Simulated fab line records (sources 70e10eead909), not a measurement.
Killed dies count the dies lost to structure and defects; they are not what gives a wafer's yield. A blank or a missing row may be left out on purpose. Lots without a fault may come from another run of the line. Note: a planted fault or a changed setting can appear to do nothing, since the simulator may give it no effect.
Chamber matching || flow nand-harc || 4 sister chambers for NHARC_A_WL_FILL_ALD_02 on ald-metal-04
The step deposits TiN, target thk 2 nm, pulse time 3 s, ald cycles 100. 4 wafers are shown with their chamber, then 11 later ones without.

## WAFERS PAIRED WITH THEIR CHAMBERS
{"wafer": "L086.2", "chamber": 0, "heater-power-w (W)": 988}
{"wafer": "L086.4", "chamber": 1, "heater-power-w (W)": 1088}
{"wafer": "L086.6", "chamber": 2, "heater-power-w (W)": 971}
{"wafer": "L087.2", "chamber": 3, "heater-power-w (W)": 1048}

## WAFERS WITH NO CHAMBER GIVEN
{"wafer": "L087.5", "heater-power-w (W)": 976}
{"wafer": "L087.6", "heater-power-w (W)": 1056}
{"wafer": "L087.1", "heater-power-w (W)": 1094}
{"wafer": "L087.3", "heater-power-w (W)": 956}
{"wafer": "L087.4", "heater-power-w (W)": 966}
{"wafer": "L091.2", "heater-power-w (W)": 1059}
{"wafer": "L091.4", "heater-power-w (W)": 946}
{"wafer": "L091.5", "heater-power-w (W)": 937}
{"wafer": "L097.2", "heater-power-w (W)": 1070}
{"wafer": "L097.4", "heater-power-w (W)": 1063}
{"wafer": "L097.6", "heater-power-w (W)": 1046}

## CHAMBER TAKEN BY EACH
{"wafer": "L087.5", "from the rows above": "can't be placed: 2 or 0", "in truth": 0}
{"wafer": "L087.6", "from the rows above": "can't be placed: 3 or 1", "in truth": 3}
{"wafer": "L087.1", "from the rows above": 1, "in truth": 1}
{"wafer": "L087.3", "from the rows above": "can't be placed: 2 or 0", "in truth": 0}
{"wafer": "L087.4", "from the rows above": "can't be placed: 2 or 0", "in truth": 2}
{"wafer": "L091.2", "from the rows above": "can't be placed: 3 or 1", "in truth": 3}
{"wafer": "L091.4", "from the rows above": "can't be placed: 2 or 0", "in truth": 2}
{"wafer": "L091.5", "from the rows above": "can't be placed: 2 or 0", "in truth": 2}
{"wafer": "L097.2", "from the rows above": "can't be placed: 1 or 3", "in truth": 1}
{"wafer": "L097.4", "from the rows above": "can't be placed: 3 or 1", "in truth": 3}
{"wafer": "L097.6", "from the rows above": 3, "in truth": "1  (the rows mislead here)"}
Correct placement for 1 of the 11. From these rows, 9 cannot be placed; in 9 the true chamber is one of the candidates. Number placed wrongly: 1.
How it was worked out, from the rows above alone: a wafer's distance from a chamber is the root of the sum, over the readings, of the square of ((its reading less the chamber's mean) divided by the reading's scatter). If the next closest chamber is less than 2 further off than the closest, the wafer can't be placed; otherwise it belongs to the closest. Each chamber's mean is taken over the wafers shown for it. The scatter: root of mean squared gap, hidden wafer to nearest shown wafer, with one shown wafer a chamber.
